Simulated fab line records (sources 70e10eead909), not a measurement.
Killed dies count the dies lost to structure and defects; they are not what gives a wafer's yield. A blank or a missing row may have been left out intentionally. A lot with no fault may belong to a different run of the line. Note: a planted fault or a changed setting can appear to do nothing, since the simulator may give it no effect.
A struck lot beside a sound one | flow nand-harc | 12 out of 1159 route steps
Sound: these wafers, L299.1, L299.3, L299.4. Struck: wafer L305.1. (L305.3, L305.6 of the same lot were not struck and are left out.) The cause comes at the end.
Per side, at each step with rows, come the tool, then ch with its chambers, and then its first start. Under that, the readings that differ: sound wafers | struck wafers | difference of the means | sigmas: that difference in standard deviations of wafers without a fault.
alike: readings whose means differ by less than 2 such deviations, and words and numbers that are the same on both sides. not compared: withheld readings, readings that some wafer has no value for, bounds like >300 that may hide the same value, and numbers for which the record gives no deviation and whose values overlap.
The two part at a step that has a row with sigmas, a row that says differs or no value, or rows on one side only. Numbers that don't overlap but have no deviation are shown without sigmas and don't part them. Lack of a reading on every wafer of one side parts them only where that side has two or more wafers.

NHARC_A_STAIRCASE_DEP_417: deposits Si3N4, target thk 60 nm.
  sound on pecvd-01 ch 0,1,2, day 13 21:30; struck on pecvd-01 ch 2, day 15 04:36
  alike: heater-power-w, rf-fwd-power-W
then, 3 steps without rows for these wafers: NHARC_A_STAIRCASE_WET_418 (chemistry H3PO4, target depth 20 nm); NHARC_A_STAIRCASE_PRECLEAN_419 (cleans in SC1); NHARC_A_STAIRCASE_SRD_421.
NHARC_A_STAIRCASE_ALD_420: deposits SiO2, target thk 20 nm, pulse time 6 s, ald cycles 200.
  sound on ald-hk-02 ch 0,1,2, day 13 23:03; struck on ald-hk-01 ch 2, day 15 08:41
  alike: heater-power-w, precursor-pulse-height-rel
then, 1 step without rows for these wafers: NHARC_A_STAIRCASE_CVD_552 (deposits SiNx, target thk 40 nm).
NHARC_A_STAIRCASE_DEP_151: deposits SiO2, target thk 3800 nm.
  sound on pecvd-04 ch 0,1, day 14 07:13; struck on pecvd-04 ch 0, day 15 13:43
  alike: heater-power-w, rf-fwd-power-W
then, 1 step without rows for these wafers: NHARC_A_STAIRCASE_ANNEAL_320 (time 1800 s).
NHARC_A_STAIRCASE_DEP_322: deposits SiO2, target thk 3800 nm.
  sound on pecvd-03 ch 0,2, day 14 15:58; struck on pecvd-03 ch 0, day 15 21:47
  alike: heater-power-w, rf-fwd-power-W
then, 1 step without rows for these wafers: NHARC_A_STAIRCASE_ANNEAL_323 (time 1800 s).
NHARC_A_STAIRCASE_DEP_325: deposits SiO2, target thk 3800 nm.
  sound on pecvd-01 ch 0,1,2, day 14 23:56; struck on pecvd-04 ch 1, day 16 05:29
  reading            | sound             | struck | difference | sigmas
  rf-fwd-power-W (W) | 499.6 501.8 498.3 | 697.6  | +197.7     | +99 or more
  alike: heater-power-w
then, 1 step without rows for these wafers: NHARC_A_STAIRCASE_ANNEAL_326 (time 1800 s).

## WHERE THEY PART
Only at NHARC_A_STAIRCASE_DEP_325, as far as this record shows.

WHY: what had been put in by the simulator
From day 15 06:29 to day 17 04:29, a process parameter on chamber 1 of pecvd-04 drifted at NHARC_A_STAIRCASE_DEP_325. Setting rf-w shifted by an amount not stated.
